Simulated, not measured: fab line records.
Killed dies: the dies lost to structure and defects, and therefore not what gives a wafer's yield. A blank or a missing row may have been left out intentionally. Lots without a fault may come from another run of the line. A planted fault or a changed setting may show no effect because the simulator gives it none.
fab line records | flow n5Finfet
record lots=7 | wafers=18 | lastDay=20
route steps=1938 shown HKMG_FIN@444 BEOL_M4@1111 PASSIVATION@1936
lots with no fault: from the same line, run without faults
startH: start of the lot's first displayed wafer, in hours after the record's first day | waitH: hours from the lot's prior step to this one | " identical to the entry in the row above | L1.1+2: several wafers, shown together as one row | - no value, or no start was given | * or withheld: withheld | < > ~ a bound
route shown NAME@n: a module of which the file shows steps, and the number in the route of the first | usual: mean/standard deviation taken from wafers without a fault | same: alike in all rows | chamber/n: place in a boat | sites: per-site readings | _std_site: the standard deviation of these | _edge_site: the outer-site mean with the inner-site mean subtracted | radiusMm: how far each site lies from the wafer's centre | mask NAME#n: copy n | behind: the most recent tool/chamber to have shaped the wafer | hold: cause of the lot's hold/its duration in hours/its outcome | device: the n, p or np transistor that did not switch | end of line: tests of these same wafers at the route's end | where a step has no rows: the recipe by itself | killed: dies lost to structure and defects at the first sort, not the wafer's yield | map: a wafer's dies, x killed, . not, _ none there
set.NAME: setting as actually run; set.NAME@STEP: the setting as run at that earlier step | model.NAME: the simulator's own value behind a step, which no gauge read
lots seen at some steps along the route; tables by step, rows by wafer
services: from which hour (startH, from the record's first day; less than 0 if before it) a tool's chamber was out of use, for how many hours, and why
## steps
# step N5_HKMG_FIN_ETCH_86
# recipe chemistry=N2/H2 | target=SOC | targetDepthA=3932 | stopOn=TiN | ionEnergyEv=100 | biasW=61 | pressureMtorr=30 | sourceW=850 | n2FlowSccm=200 | h2FlowSccm=200
# step N5_HKMG_FIN_STRIP_89
# recipe chemistry=N2/H2 | material=SOC | timeS=20 | powerW=500 | tempC=40 | pressureMtorr=50 | rfFrequencyHz=6e+07 | biasPowerW=8 | h2Frac=0.5 | n2FlowSccm=300 | h2FlowSccm=300
# usual drypumpMotorCurrentA=5.6/0.49 | h2FlowSccm=300.1/0.86 | oesProductAu=0.79/0.081 | powerW=500.1/1.4 | rfVppV=54.2/0.82 | showerheadPlenumPTorr=3.34/0.076 | tempC=40.01/0.11 | throttleValvePct=19.1/0.37
lot.wafer | tool       | chamber | startH | waitH | drypumpMotorCurrentA | h2FlowSccm | oesProductAu | powerW | rfHoursCounterH | rfVppV | showerheadPlenumPTorr | tempC | throttleValvePct
L367.1    | rieDiel-01 | 1       | 90.41  | 0.0   | 6.0                  | 299.3      | 0.85         | 499.8  | 43              | 54.4   | 3.38                  | 39.85 | 18.4
L367.5    | "          | 0       | "      | "     | 5.8                  | 301.3      | 0.70         | 498.1  | -               | 55.0   | 3.44                  | 40.03 | 18.9
L367.6    | "          | 1       | "      | "     | 6.0                  | 299.7      | 0.86         | 500.7  | -               | 53.7   | 3.38                  | 39.89 | 18.4
L369.3    | rieDiel-01 | 2       | 101.61 | 0.0   | 5.4                  | 298.8      | 0.90         | 502.1  | 21              | 54.4   | 3.33                  | 40.06 | 19.5
L369.4    | "          | 2       | "      | "     | 5.5                  | 299.5      | 0.90         | 500.9  | -               | 53.7   | 3.33                  | 39.94 | 19.5
L369.5    | "          | 1       | "      | "     | 6.0                  | 299.2      | 0.85         | 498.0  | -               | 54.6   | 3.37                  | 40.23 | 18.4
L377.1    | rieDiel-06 | 0       | 149.88 | 0.0   | 5.5                  | 300.1      | 0.84         | 500.2  | 54              | 55.5   | 3.42                  | 40.04 | 19.3
L377.2    | "          | 3       | "      | "     | 5.6                  | 298.3      | 0.70         | 500.9  | 223             | 54.4   | 3.29                  | 40.04 | 18.8
L378.1    | rieDiel-01 | 2       | 153.96 | 0.0   | 5.4                  | 301.0      | 0.85         | 499.0  | 43              | 54.4   | 3.32                  | 40.03 | 19.5
L378.6    | "          | 0       | "      | "     | 5.8                  | 299.9      | 0.98         | 500.1  | -               | 55.0   | 3.43                  | 40.19 | 18.4
L379.5    | rieDiel-05 | 0       | 160.38 | 0.0   | 5.6                  | 299.2      | 0.73         | 497.5  | -               | 55.9   | 3.34                  | 39.88 | 19.5
L379.6    | "          | 1       | "      | "     | 5.8                  | 300.4      | 0.70         | 500.1  | -               | 53.6   | 3.19                  | 39.97 | 19.2
L383.2    | rieDiel-05 | 2       | 184.67 | 0.0   | 6.1                  | 299.5      | 0.97         | 500.7  | 7               | 54.5   | 3.41                  | 40.02 | 18.6
L383.4    | "          | 1       | "      | "     | 5.8                  | 300.7      | 0.70         | 499.9  | 216             | 53.6   | 3.18                  | 39.95 | 19.2
L383.6    | "          | 3       | "      | "     | 6.6                  | 298.8      | 0.90         | 502.4  | -               | 54.5   | 3.31                  | 39.96 | 18.6
L386.1    | rieDiel-05 | 3       | 206.99 | 0.0   | 6.6                  | 300.1      | 0.89         | 501.3  | 22              | 52.5   | 3.30                  | 39.99 | 18.6
L386.2    | "          | 2       | "      | "     | 6.1                  | 301.7      | 0.96         | 501.0  | 14              | 55.6   | 3.41                  | 40.02 | 18.6
L386.4    | "          | 0       | "      | "     | 5.7                  | 301.1      | 0.71         | 499.2  | 237             | 54.2   | 3.33                  | 40.00 | 19.5
# step N5_HKMG_FIN_WET_ETCH_87
# recipe chemistry=SC1 | target=TiN | mix=1:2:40 | tempC=50 | timeS=154.2 | targetDepthNm=4.7 | dry=ipaMarangoni | rinseTimeS=30 | rinseTempC=23
# step N5_HKMG_FIN_STRIP_88
# recipe chemistry=N2/H2 | powerW=2500 | tempC=300 | h2Frac=0.65 | timeS=360 | pressureMtorr=withheld | n2FlowSccm=1750 | h2FlowSccm=3250
# usual drypumpMotorCurrentA=5.6/0.37 | h2FlowSccm=3250/8.7 | heaterPowerW=486/59 | tempC=300.02/0.19
lot.wafer | tool           | chamber | startH | waitH | drypumpMotorCurrentA | h2FlowSccm | heaterPowerW | rfHoursCounterH | tempC
L367.1    | plasmaAsher-02 | 0       | 90.59  | 0.0   | 5.1                  | 3253       | 395          | 87              | 299.94
L367.5    | "              | 1       | "      | "     | 5.7                  | 3244       | 552          | -               | 300.17
L367.6    | "              | 0       | "      | "     | 5.1                  | 3258       | 404          | -               | 299.97
L369.3    | plasmaAsher-02 | 1       | 101.93 | 0.1   | 5.7                  | 3244       | 545          | -               | 299.75
L369.4    | "              | 0       | "      | "     | 5.0                  | 3248       | 399          | -               | 299.64
L369.5    | "              | 0       | "      | "     | 5.1                  | 3250       | 408          | -               | 299.42
L377.1    | plasmaAsher-02 | 0       | 150.07 | 0.0   | 5.1                  | 3253       | 400          | 100             | 300.12
L377.2    | "              | 1       | "      | "     | 5.7                  | 3242       | 537          | 100             | 299.98
L378.1    | plasmaAsher-01 | 0       | 154.15 | 0.0   | 6.1                  | 3234       | 523          | 54              | 300.09
L378.6    | "              | 1       | "      | "     | 5.6                  | 3241       | 464          | -               | 299.95
L379.5    | plasmaAsher-02 | 1       | 160.77 | 0.3   | 5.7                  | 3246       | 549          | -               | 300.02
L379.6    | "              | 0       | "      | "     | 5.1                  | 3257       | 386          | -               | 300.04
L383.2    | plasmaAsher-02 | 0       | 184.87 | 0.0   | 5.1                  | 3258       | 401          | 108             | 299.97
L383.4    | "              | 0       | "      | "     | 5.1                  | 3242       | 386          | -               | 300.01
L383.6    | "              | 0       | "      | "     | 5.0                  | 3246       | 395          | -               | 300.00
L386.1    | plasmaAsher-02 | 1       | 207.17 | 0.0   | 5.7                  | 3260       | 548          | 112             | 300.15
L386.2    | "              | 0       | "      | "     | 5.0                  | 3247       | 405          | 112             | 300.34
L386.4    | "              | 1       | "      | "     | 5.7                  | 3259       | 526          | -               | 300.00
# step N5_HKMG_FIN_NWFM_ALD_20
# recipe material=TiAlC | targetThkA=20 | tempC=300 | aldPrecursorFamily=TiCl4 | aldCoReactant=TEA | pulseTimeS=3 | purgeTimeS=2 | coReactantPurgeTimeS=2 | coReactantPulseTimeS=10 | aldCycles=7 | pressureTorr=3
# usual aldCycles=7/0 | heaterPowerW=492/57 | precursorPulseHeightRel=1.000/0.019
lot.wafer | tool        | chamber | startH | waitH | aldCycles | heaterPowerW | precursorPulseHeightRel
L367.1    | aldMetal-03 | 0       | 90.98  | 0.3   | 7         | 612          | 0.979
L367.5    | "           | 0       | "      | "     | 7         | 591          | 1.006
L367.6    | "           | 3       | "      | "     | 7         | 475          | 1.006
L369.3    | aldMetal-03 | 3       | 102.19 | 0.1   | 7         | 486          | 1.026
L369.4    | "           | 0       | "      | "     | 7         | 603          | 1.002
L369.5    | "           | 0       | "      | "     | 7         | 599          | 1.016
L377.1    | aldMetal-02 | 0       | 150.45 | 0.3   | 7         | 506          | 1.002
L377.2    | "           | 3       | "      | "     | 7         | 439          | 0.978
L378.1    | aldMetal-04 | 1       | 154.53 | 0.3   | 7         | 480          | 0.996
L378.6    | "           | 1       | "      | "     | 7         | 472          | 0.975
L379.5    | aldMetal-03 | 2       | 160.97 | 0.1   | 7         | 594          | 0.978
L379.6    | "           | 3       | "      | "     | 7         | 492          | 1.041
L383.2    | aldMetal-02 | 1       | 185.26 | 0.3   | 7         | 465          | 1.032
L383.4    | "           | 0       | "      | "     | 7         | 503          | 0.998
L383.6    | "           | 0       | "      | "     | 7         | 500          | 1.031
L386.1    | aldMetal-02 | 2       | 207.56 | 0.3   | 7         | 464          | 0.981
L386.2    | "           | 3       | "      | "     | 7         | 449          | 0.978
L386.4    | "           | 1       | "      | "     | 7         | 473          | 1.003
# step N5_HKMG_FIN_ALD_71
# recipe material=TiN | targetThkA=10 | tempC=400 | aldPrecursorFamily=TiCl4 | aldCoReactant=NH3 | pulseTimeS=1 | purgeTimeS=3 | coReactantPurgeTimeS=2 | coReactantPulseTimeS=2 | aldCycles=47 | pressureTorr=3
# step N5_HKMG_FIN_COAT_66
# recipe resist=SOC | tempC=250 | timeS=60 | spinRpm=1500 | resistThkNm=300
# step N5_HKMG_FIN_ETCH_67
# recipe chemistry=N2/H2 | target=SOC | targetDepthA=3889 | stopOn=TiN | ionEnergyEv=100 | biasW=61 | pressureMtorr=30 | sourceW=850 | n2FlowSccm=200 | h2FlowSccm=200
# usual drypumpMotorCurrentA=5.6/0.53 | h2FlowSccm=200.0/0.61 | oesProductAu=0.78/0.078 | rfVppV=240.5/1.1 | showerheadPlenumPTorr=2.53/0.058 | throttleValvePct=17.80/0.25
lot.wafer | tool       | chamber | startH | waitH | drypumpMotorCurrentA | h2FlowSccm | oesProductAu | rfHoursCounterH | rfVppV | showerheadPlenumPTorr | throttleValvePct
L367.1    | rieDiel-06 | 0       | 91.50  | -     | 5.5                  | 199.8      | 0.88         | 31              | 241.8  | 2.60                  | 17.59
L367.5    | "          | 3       | "      | "     | 5.6                  | 200.3      | 0.71         | -               | 240.3  | 2.50                  | 17.72
L367.6    | "          | 0       | "      | "     | 5.5                  | 199.8      | 0.87         | -               | 242.6  | 2.60                  | 17.58
L369.3    | rieDiel-05 | 2       | 102.63 | -     | 6.1                  | 201.1      | 0.67         | 235             | 241.9  | 2.60                  | 17.69
L369.4    | "          | 3       | "      | "     | 6.6                  | 199.5      | 0.67         | 239             | 240.1  | 2.51                  | 17.80
L369.5    | "          | 2       | "      | "     | 6.1                  | 200.1      | 0.67         | -               | 241.5  | 2.60                  | 17.70
L377.1    | rieDiel-01 | 0       | 150.89 | -     | 5.8                  | 198.7      | 0.96         | 10              | 242.1  | 2.60                  | 17.29
L377.2    | "          | 2       | "      | "     | 5.4                  | 200.0      | 0.83         | 41              | 241.7  | 2.51                  | 18.02
L378.1    | rieDiel-01 | 1       | 154.97 | -     | 6.0                  | 199.5      | 0.81         | 70              | 241.4  | 2.55                  | 17.37
L378.6    | "          | 1       | "      | "     | 6.0                  | 199.3      | 0.81         | -               | 241.1  | 2.55                  | 17.37
L379.5    | rieDiel-06 | 0       | 161.39 | -     | 5.5                  | 199.2      | 0.83         | -               | 242.1  | 2.59                  | 17.63
L379.6    | "          | 3       | "      | "     | 5.6                  | 199.9      | 0.68         | -               | 238.9  | 2.49                  | 17.76
L383.2    | rieDiel-05 | 2       | 185.69 | -     | 6.1                  | 201.6      | 0.94         | 7               | 241.2  | 2.59                  | 17.37
L383.4    | "          | 0       | "      | "     | 5.7                  | 200.6      | 0.70         | 230             | 240.3  | 2.53                  | 18.09
L383.6    | "          | 0       | "      | "     | 5.7                  | 200.0      | 0.71         | -               | 239.4  | 2.53                  | 18.09
L386.1    | rieDiel-01 | 3       | 208.04 | -     | 6.0                  | 201.5      | 0.77         | 117             | 239.5  | 2.57                  | 18.09
L386.2    | "          | 0       | "      | "     | 5.8                  | 200.0      | 0.89         | 30              | 240.9  | 2.59                  | 17.35
L386.4    | "          | 1       | "      | "     | 6.0                  | 199.7      | 0.80         | 87              | 240.3  | 2.54                  | 17.39
# step N5_HKMG_FIN_STRIP_90
# recipe chemistry=N2/H2 | material=SOC | timeS=20 | powerW=500 | tempC=40 | pressureMtorr=50 | rfFrequencyHz=6e+07 | biasPowerW=8 | h2Frac=0.5 | n2FlowSccm=300 | h2FlowSccm=300
# step N5_HKMG_FIN_WET_ETCH_73
# recipe chemistry=SC1 | mix=1:2:40 | tempC=50 | timeS=42.3 | targetDepthNm=1.3 | dry=ipaMarangoni | rinseTimeS=30 | rinseTempC=23
# step N5_HKMG_FIN_ETCHBACK_68
# recipe chemistry=Cl2/Ar | stopOn=HfO2 | targetDepthA=5 | pressureMtorr=10 | icpW=600 | biasW=60 | Cl2_flow_sccm=40 | Ar_flow_sccm=60
# step N5_HKMG_FIN_STRIP_69
# recipe chemistry=N2/H2 | powerW=2500 | tempC=300 | h2Frac=0.65 | timeS=360 | pressureMtorr=withheld | n2FlowSccm=1750 | h2FlowSccm=3250
# usual drypumpMotorCurrentA=5.6/0.37 | h2FlowSccm=3250/11 | heaterPowerW=483/62 | tempC=300.02/0.19
lot.wafer | tool           | chamber | startH | waitH | drypumpMotorCurrentA | h2FlowSccm | heaterPowerW | rfHoursCounterH | tempC
L367.1    | plasmaAsher-02 | 0       | 91.86  | 0.1   | 5.1                  | 3231       | 405          | 87              | 300.04
L367.5    | "              | 0       | "      | "     | 5.1                  | 3224       | 401          | -               | 299.87
L367.6    | "              | 1       | "      | "     | 5.7                  | 3237       | 533          | -               | 300.02
L369.3    | plasmaAsher-02 | 1       | 103.21 | 0.3   | 5.7                  | 3246       | 543          | -               | 299.88
L369.4    | "              | 0       | "      | "     | 5.0                  | 3254       | 407          | -               | 299.52
L369.5    | "              | 0       | "      | "     | 5.0                  | 3254       | 401          | -               | 299.95
L377.1    | plasmaAsher-02 | 0       | 151.25 | 0.1   | 5.1                  | 3243       | 394          | 100             | 299.94
L377.2    | "              | 1       | "      | "     | 5.7                  | 3248       | 544          | 100             | 300.15
L378.1    | plasmaAsher-01 | 0       | 155.45 | 0.2   | 6.1                  | 3264       | 533          | 54              | 300.06
L378.6    | "              | 0       | "      | "     | 6.1                  | 3243       | 538          | -               | 299.96
L379.5    | plasmaAsher-02 | 1       | 161.95 | 0.3   | 5.7                  | 3268       | 547          | -               | 299.90
L379.6    | "              | 0       | "      | "     | 5.0                  | 3241       | 391          | -               | 300.04
L383.2    | plasmaAsher-02 | 1       | 186.05 | 0.1   | 5.7                  | 3249       | 530          | 108             | 299.81
L383.4    | "              | 0       | "      | "     | 5.1                  | 3247       | 405          | -               | 299.82
L383.6    | "              | 1       | "      | "     | 5.7                  | 3256       | 532          | -               | 299.91
L386.1    | plasmaAsher-01 | 0       | 208.43 | 0.1   | 6.1                  | 3238       | 538          | 64              | 299.80
L386.2    | "              | 1       | "      | "     | 5.6                  | 3242       | 471          | 64              | 299.76
L386.4    | "              | 1       | "      | "     | 5.6                  | 3234       | 480          | -               | 299.89
# step N5_HKMG_FIN_ALD_21
# recipe material=TiN | targetThkA=15 | tempC=400 | aldPrecursorFamily=TiCl4 | aldCoReactant=NH3 | pulseTimeS=1 | purgeTimeS=3 | coReactantPurgeTimeS=2 | coReactantPulseTimeS=2 | aldCycles=68 | pressureTorr=3
# usual aldCycles=68/0 | heaterPowerW=876/97 | precursorPulseHeightRel=1.001/0.02
lot.wafer | tool        | chamber | startH | waitH | aldCycles | heaterPowerW | precursorPulseHeightRel | model.TiN_of_HKMG_FIN_ALD_21.thkNm
L367.1    | aldMetal-04 | 0       | 92.24  | 0.3   | 68        | 660          | 0.988                   | 1.4
L367.5    | "           | 3       | "      | "     | 68        | 892          | 0.982                   | 1.4
L367.6    | "           | 2       | "      | "     | 68        | 852          | 0.998                   | 1.4
L369.3    | aldMetal-04 | 1       | 103.56 | 0.2   | 68        | 813          | 0.990                   | 1.4
L369.4    | "           | 3       | "      | "     | 68        | 854          | 0.986                   | 1.4
L369.5    | "           | 1       | "      | "     | 68        | 855          | 1.015                   | 1.4
L377.1    | aldMetal-03 | 2       | 151.63 | 0.3   | 68        | 1057         | 1.002                   | 1.4
L377.2    | "           | 3       | "      | "     | 108       | 853          | 1.018                   | 2.4
L378.1    | aldMetal-03 | 3       | 155.83 | 0.3   | 68        | 874          | 0.999                   | 1.4
L378.6    | "           | 1       | "      | "     | 108       | 896          | 1.010                   | 2.4
L379.5    | aldMetal-03 | 3       | 162.27 | 0.2   | 68        | 884          | 0.996                   | 1.6
L379.6    | "           | 2       | "      | "     | 108       | 1020         | 0.989                   | 2.4
L383.2    | aldMetal-04 | 0       | 186.44 | 0.3   | 68        | 654          | 0.999                   | 1.4
L383.4    | "           | 2       | "      | "     | 68        | 810          | 1.021                   | 1.4
L383.6    | "           | 1       | "      | "     | 68        | 858          | 0.983                   | 1.4
L386.1    | aldMetal-02 | 2       | 208.82 | 0.3   | 68        | 873          | 1.017                   | 1.4
L386.2    | "           | 0       | "      | "     | 68        | 869          | 0.985                   | 1.4
L386.4    | "           | 3       | "      | "     | 68        | 784          | 1.035                   | 1.4
# step N5_HKMG_FIN_ALD_72
# recipe material=W | targetThkA=20 | tempC=300 | pressureTorr=7.5 | aldPrecursorFamily=WF6 | aldCoReactant=B2H6 | pulseTimeS=1 | purgeTimeS=2 | coReactantPurgeTimeS=2 | coReactantPulseTimeS=3 | aldCycles=7
# step N5_BEOL_M4_RC_MEAS_101
# usual DIBL_N=36.3/1.7 | DIBL_P=36.5/2.1 | IOFF_N=0.16/0.03 | IOFF_P=0.22/0.035 | ION_N=675/11 | ION_P=465/7.1 | SS_N=71.5/0.62 | SS_P=73.3/0.64 | VT_N=250/3.1 | VT_P=-249.1/3
lot.wafer | tool      | chamber | startH | waitH | DIBL_N[mV/V] | DIBL_P[mV/V] | IOFF_N[nA/um] | IOFF_P[nA/um] | ION_N[uA/um] | ION_P[uA/um] | SS_N[mV/dec] | SS_P[mV/dec] | VT_N[mV] | VT_P[mV]
L367.1    | prober-02 | 0       | 181.67 | 0.0   | 36.7         | 36.7         | 0.16          | 0.20          | 687          | 468          | 71.6         | 73.2         | 249      | -250.3
L367.5    | "         | 0       | "      | "     | 35.5         | 34.5         | 0.13          | 0.17          | 669          | 456          | 71.5         | 72.6         | 254      | -253.4
L367.6    | "         | 0       | "      | "     | 34.6         | 33.6         | 0.12          | 0.16          | 662          | 456          | 71.1         | 72.2         | 256      | -252.2
L369.3    | prober-01 | 0       | 190.46 | 0.3   | 35.0         | 36.2         | 0.15          | 0.21          | 666          | 464          | 71.9         | 72.5         | 253      | -250.3
L369.4    | "         | 0       | "      | "     | 34.3         | 35.5         | 0.14          | 0.20          | 676          | 464          | 71.3         | 72.9         | 254      | -251.1
L369.5    | "         | 0       | "      | "     | 37.5         | 39.4         | 0.20          | 0.27          | 684          | 472          | 72.1         | 74.4         | 246      | -244.4
L378.1    | prober-02 | 0       | 285.30 | 0.0   | 37.0         | 36.9         | 0.17          | 0.24          | 680          | 466          | 71.7         | 74.0         | 248      | -245.9
L378.6    | "         | 0       | "      | "     | 36.2         | 35.5         | 0.16          | 0.22          | 675          | 467          | 71.4         | 73.4         | 249      | -247.2
L379.5    | prober-01 | 0       | 298.55 | 0.6   | 35.0         | 35.4         | 0.15          | 0.21          | 669          | 462          | 71.4         | 73.5         | 250      | -250.1
L379.6    | "         | 0       | "      | "     | 36.8         | 37.4         | 0.18          | 0.25          | 678          | 464          | 71.9         | 73.6         | 248      | -246.1
L377.1    | prober-01 | 0       | 299.66 | 0.0   | 37.5         | 39.9         | 0.20          | 0.26          | 686          | 472          | 72.2         | 73.4         | 245      | -247.8
L377.2    | "         | 0       | "      | "     | 38.4         | 39.9         | 0.22          | 0.27          | 679          | 465          | 73.0         | 74.6         | 243      | -249.3
L386.1    | prober-01 | 0       | 327.19 | 0.0   | 38.0         | 38.1         | 0.19          | 0.23          | 695          | 465          | 71.6         | 73.8         | 245      | -249.2
L386.2    | "         | 0       | "      | "     | 38.3         | 36.0         | 0.18          | 0.19          | 660          | 452          | 72.7         | 71.6         | 250      | -254.6
L386.4    | "         | 0       | "      | "     | 39.9         | 39.1         | 0.21          | 0.24          | 680          | 461          | 71.8         | 74.6         | 246      | -252.0
L383.2    | prober-02 | 0       | 330.40 | 0.2   | 36.6         | 36.9         | 0.15          | 0.23          | 671          | 465          | 71.0         | 73.0         | 251      | -247.6
L383.4    | "         | 0       | "      | "     | 38.7         | 39.1         | 0.20          | 0.27          | 684          | 471          | 72.1         | 74.0         | 246      | -245.4
L383.6    | "         | 0       | "      | "     | 36.5         | 37.0         | 0.16          | 0.24          | 667          | 468          | 71.4         | 73.2         | 246      | -245.6
# step N5_PASSIVATION_PROBE_49
# usual defectLimitedYield=91.2/1.4 | killed_at_M0_to_M3=36/10 | killed_at_M4_up=13/5.1 | killedAtContacts=12/5.4 | killedAtFrontEnd=39/11 | killedAtOther=3.5/2.4 | killedDies=104/17 | killedOpen=67/13 | killedShort=36/8.3 | sort_bin_5_function=5.2/0.98 | sort_bin_6_memory=3.3/0.68 | sortNPass=1076/17 | sortYieldPct=91.2/1.4
# same grossDies=1180 | killedAtBackSide=0 | sort_bin_4_leakage[%]=0 | sort_bin_8_speed[%]=0
lot.wafer | tool      | chamber | startH | waitH | defectLimitedYield[%] | killed_at_M0_to_M3 | killed_at_M4_up | killedAtContacts | killedAtFrontEnd | killedAtOther | killedDies | killedOpen | killedShort | sort_bin_5_function[%] | sort_bin_6_memory[%] | sortNPass | sortYieldPct[%]
L367.1    | prober-02 | -       | 271.31 | 0.0   | 95.1                  | 17                 | 6               | 7                | 28               | 0             | 58         | 39         | 18          | 3.2                    | 1.4                  | 1122      | 95.1
L367.5    | prober-02 | -       | 271.51 | 0.2   | 91.9                  | 23                 | 20              | 11               | 38               | 3             | 95         | 65         | 30          | 5.0                    | 2.7                  | 1085      | 91.9
L367.6    | prober-02 | -       | 271.56 | 0.3   | 91.1                  | 28                 | 19              | 23               | 35               | 0             | 105        | 67         | 36          | 5.5                    | 3.1                  | 1075      | 91.1
L378.1    | prober-02 | -       | 410.47 | 0.9   | 88.8                  | 46                 | 7               | 11               | 64               | 4             | 132        | 81         | 46          | 6.0                    | 4.4                  | 1048      | 88.8
L377.1    | prober-01 | -       | 410.48 | 0.2   | 92.3                  | 28                 | 20              | 8                | 35               | 0             | 91         | 69         | 21          | 4.6                    | 3.0                  | 1089      | 92.3
L383.2    | prober-01 | -       | 468.32 | 0.1   | 89.9                  | 33                 | 24              | 8                | 53               | 1             | 119        | 76         | 34          | 5.3                    | 3.4                  | 1061      | 89.9
L383.4    | prober-01 | -       | 468.42 | 0.2   | 90.8                  | 33                 | 27              | 12               | 35               | 2             | 109        | 74         | 35          | 5.3                    | 3.6                  | 1071      | 90.8
L383.6    | prober-01 | -       | 468.52 | 0.3   | 91.6                  | 31                 | 19              | 3                | 43               | 3             | 99         | 61         | 34          | 5.1                    | 3.0                  | 1081      | 91.6
# killed by level:class
L367.1 MOL_CONTACT_COAG:geometricParticle:open=7 BEOL_M3:geometricParticle:open=5 FIN_SAQP:geometricParticle:open=4 BEOL_M0_SAQP:geometricParticle:short=4 BEOL_M4:geometricParticle:open=4 FIN_SAQP:geometricParticle:short=3 ILD0:geometricParticle:open=3 STI_FIN_REVEAL:geometricParticle:open=3
L367.5 STI_FIN_REVEAL:geometricParticle:open=14 BEOL_M4:geometricParticle:open=10 BEOL_M3:geometricParticle:open=9 MOL_CONTACT_COAG:geometricParticle:open=8 BEOL_M0_SAQP:geometricParticle:short=5 ILD0:geometricParticle:open=4 STARTING-WAFER:geometricParticle:open=4 FIN_SAQP:geometricParticle:open=3
L367.6 MOL_CONTACT_COAG:geometricParticle:open=15 FIN_SAQP:geometricParticle:short=9 BEOL_M0_SAQP:geometricParticle:short=8 BEOL_M0_SAQP:geometricParticle:open=6 MOL_CONTACT_COAG:geometricParticle:short=6 BEOL_M2:geometricParticle:open=6 BEOL_M4:geometricParticle:open=6 FIN_SAQP:geometricParticle:open=5
L378.1 STI_FIN_REVEAL:geometricParticle:open=12 BEOL_M0_SAQP:geometricParticle:open=11 FIN_SAQP:geometricParticle:open=10 FIN_SAQP:geometricParticle:short=9 MOL_CONTACT_COAG:geometricParticle:open=9 BEOL_M0_SAQP:geometricParticle:short=7 DUMMY_GATE:geometricParticle:open=6 STI_FIN_REVEAL:geometricParticle:short=5
L377.1 BEOL_M2:geometricParticle:open=12 BEOL_M4:geometricParticle:open=9 STI_FIN_REVEAL:geometricParticle:open=7 MOL_CONTACT_COAG:geometricParticle:open=6 DUMMY_GATE:geometricParticle:open=5 GATE_CUT:geometricParticle:short=5 BEOL_M3:geometricParticle:open=5 FIN_SAQP:geometricParticle:open=4
L383.2 BEOL_M4:geometricParticle:open=17 FIN_SAQP:geometricParticle:short=10 HKMG_FIN:areaEtch=9 FIN_SAQP:geometricParticle:open=8 BEOL_M0_SAQP:geometricParticle:open=7 BEOL_M2:geometricParticle:open=7 STI_FIN_REVEAL:geometricParticle:open=6 BEOL_M0_SAQP:geometricParticle:short=6
L383.4 BEOL_M4:geometricParticle:open=19 STI_FIN_REVEAL:geometricParticle:open=10 MOL_CONTACT_COAG:geometricParticle:open=10 BEOL_M0_SAQP:geometricParticle:open=8 BEOL_M3:geometricParticle:open=6 FIN_SAQP:geometricParticle:short=5 BEOL_M2:geometricParticle:open=5 DUMMY_GATE:geometricParticle:open=5
L383.6 BEOL_M4:geometricParticle:open=12 FIN_SAQP:geometricParticle:open=11 BEOL_M0_SAQP:geometricParticle:short=8 BEOL_M0_SAQP:geometricParticle:open=7 BEOL_M2:geometricParticle:open=6 FIN_SAQP:geometricParticle:short=5 GATE_CUT:geometricParticle:short=5 BEOL_M3:geometricParticle:open=5
## services
tool        | chamber | startH | hours | kind
rieDiel-05  | 2       | 83.44  | 2.5   | repair
rieDiel-01  | 0       | 100.97 | -     | clean
rieDiel-01  | 0       | 100.97 | -     | consumableReplace:focusRing
rieDiel-01  | 0       | 100.97 | 22.1  | scheduledDown
rieDiel-01  | 0       | 100.97 | 22.1  | ventCycle
aldMetal-02 | -       | 102.96 | 6.4   | repair
rieDiel-05  | -       | 106.30 | 2.8   | pm
rieDiel-06  | 1       | 121.89 | 3.9   | repair
aldMetal-02 | -       | 132.71 | 4.3   | pm
rieDiel-05  | 3       | 134.17 | -     | clean
rieDiel-05  | 3       | 134.17 | -     | consumableReplace:focusRing
rieDiel-05  | 3       | 134.17 | 13.7  | scheduledDown
rieDiel-05  | 3       | 134.17 | 13.7  | ventCycle
rieDiel-05  | 2       | 147.93 | -     | clean
rieDiel-05  | 2       | 147.93 | -     | consumableReplace:focusRing
rieDiel-05  | 2       | 147.93 | 15.4  | scheduledDown
rieDiel-05  | 2       | 147.93 | 15.4  | ventCycle
rieDiel-06  | 1       | 168.38 | 3.6   | repair
aldMetal-03 | -       | 176.80 | 0.5   | repair
aldMetal-04 | -       | 194.12 | 1.3   | repair
aldMetal-03 | -       | 207.92 | 1.4   | repair
## key
firstSign step=N5_HKMG_FIN_ALD_21 | reading=aldCycles | direction=up | sigmas=99+ | usual=* | struck=*
effect none on later readings
modelEffect step=N5_HKMG_FIN_ALD_21 | value=TiN_of_HKMG_FIN_ALD_21.thkNm | without=1.6 | struck=2.4
metAt N5_HKMG_FIN_ALD_21
struckWafers L377.2,L378.6,L379.6
fault kind=processParameterDrift | tool=aldMetal-03 | chamber=- | onsetH=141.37 | steps=N5_HKMG_FIN_ALD_21 | channel=aldCycles | offset=* | shape=step | endH=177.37 | scope=struckWafersOnly | actsIn=* | stated=*
